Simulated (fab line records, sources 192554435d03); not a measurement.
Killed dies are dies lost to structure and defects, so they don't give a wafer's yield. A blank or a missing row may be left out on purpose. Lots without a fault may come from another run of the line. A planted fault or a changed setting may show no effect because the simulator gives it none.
Split-lot experiment | flow n5_finfet | 7 lots, 21 wafers read, on a route of 1938 steps

THE SPLIT
At N5_BEOL_M0_TRENCH_ETCH_107 (etches SiOC in C4F6/O2, target depth 32.8 nm, time 16.4 s), the setting target_depth_a was moved away from the recipe's 328 angstrom on 8 of the 21 wafers read, by -11.8% to +7.9%. The other wafers ran this setting at the recipe's value.

The reading is taken at the split's own step.

THE READING
BEOL_M0.feature_depth_nm (the simulator's own value, which no gauge read), in nm, at N5_BEOL_M0_TRENCH_ETCH_107 (etches SiOC in C4F6/O2, target depth 32.8 nm, time 16.4 s). The file gives no usual value for it. The 13 wafers here that ran the recipe average 33.0 nm, standard deviation 0.83 nm.

wafer  | tool, chamber at the split | target_depth_a as run, angstrom | against the recipe | BEOL_M0.feature_depth_nm, nm | against lot-mates on the recipe
L075.1 | rie_diel-06, 2             | 328                             | recipe             | 32.8                         | -
L075.4 | rie_diel-06, 1             | 328                             | recipe             | 34.6                         | -
L075.6 | rie_diel-06, 3             | 353.9                           | +7.9%              | 36.8                         | +3.1
L076.1 | rie_diel-06, 1,3           | 328                             | recipe             | 34                           | -
L076.2 | rie_diel-06, 1,3           | 328                             | recipe             | 34                           | -
L076.5 | rie_diel-06, 3             | 341.8                           | +4.2%              | 35.4                         | +1.4
L084.1 | rie_diel-04, 0             | 328                             | recipe             | 32.4                         | -
L084.5 | rie_diel-04, 3             | 328                             | recipe             | 33.4                         | -
L084.6 | rie_diel-04, 2             | 328                             | recipe             | 32                           | -
L089.3 | rie_diel-06, 1             | 328                             | recipe             | 33.2                         | -
L089.5 | rie_diel-06, 1             | 328                             | recipe             | 33.4                         | -
L089.6 | rie_diel-06, 2             | 328                             | recipe             | 31.8                         | -
L094.1 | rie_diel-05, 2             | 289.3                           | -11.8%             | 28                           | -4.4
L094.4 | rie_diel-05, 1             | 289.3                           | -11.8%             | 29.2                         | -3.2
L094.6 | rie_diel-05, 3             | 328                             | recipe             | 32.4                         | -
L095.4 | rie_diel-06, 2             | 328                             | recipe             | 32.2                         | -
L095.5 | rie_diel-06, 2             | 318                             | -3.0%              | 31.2                         | -1.0
L095.6 | rie_diel-06, 1             | 318                             | -3.0%              | 33.6                         | +1.4
L097.4 | rie_diel-04, 3             | 328                             | recipe             | 33.4                         | -
L097.5 | rie_diel-04, 1             | 290                             | -11.6%             | 28                           | -5.4
L097.6 | rie_diel-04, 2             | 290                             | -11.6%             | 28.4                         | -5.0
Where a row lists several chambers, the file gives one row for several wafers and doesn't say which wafer went through which chamber.

THE FIT
A straight line over all 21 wafers: BEOL_M0.feature_depth_nm changes by +0.413 nm for each +1% of target_depth_a; r = +0.94; the points scatter about the line by 0.85 nm.
The same after taking each lot's own level away (the mean of its wafers on the recipe; 21 wafers): +0.378 nm for each +1%; r = +0.93; scatter 0.84 nm.
On that fit, the largest move of target_depth_a shifts the reading by 4.5 nm.
The lots' own levels span 32.20 to 34.00 nm, that is 2.2 times the standard deviation above.
So the lot-to-lot level changes the slope little: the two slopes agree.
Check: with one of the wafers moved furthest among these (-11.8%) left out of the fit, the line predicts -4.33 nm for it against its lot-mates. It came out at -4.4 nm against them.

OTHER SPLITS ON THESE WAFERS
These wafers also went through other splits before the reading. Each is held against what the fit with the lots' levels taken away leaves over:
other split on the same wafers           | wafers away from the commonest value | r with BEOL_M0.feature_depth_nm (lot level and that fit taken away)
N5_HKMG_FIN_PEB_10 peb_time_s            | 9                                    | -0.05
N5_GATE_CUT_ALD_22 ald_cycles            | 6                                    | -0.07
N5_MOL_CONTACT_COAG_COAT_103 spin_rpm    | 4                                    | +0.33
N5_MOL_CONTACT_COAG_ETCH_110 bias_w      | 8                                    | +0.11
N5_MOL_CONTACT_COAG_VIA_ETCH_117 bias_w  | 6                                    | -0.43
N5_MOL_CONTACT_COAG_CVD_140 target_thk_a | 8                                    | -0.09
N5_BEOL_M0_SAQP_SPACER1_ALD_98 temp_c    | 8                                    | -0.13
N5_BEOL_M0_SAQP_ETCH_107 bias_w          | 6                                    | -0.11

THE FILE'S OWN FIT
BEOL_M0.feature_depth_nm changes by +0.372 nm for each +1% of target_depth_a, r = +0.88.
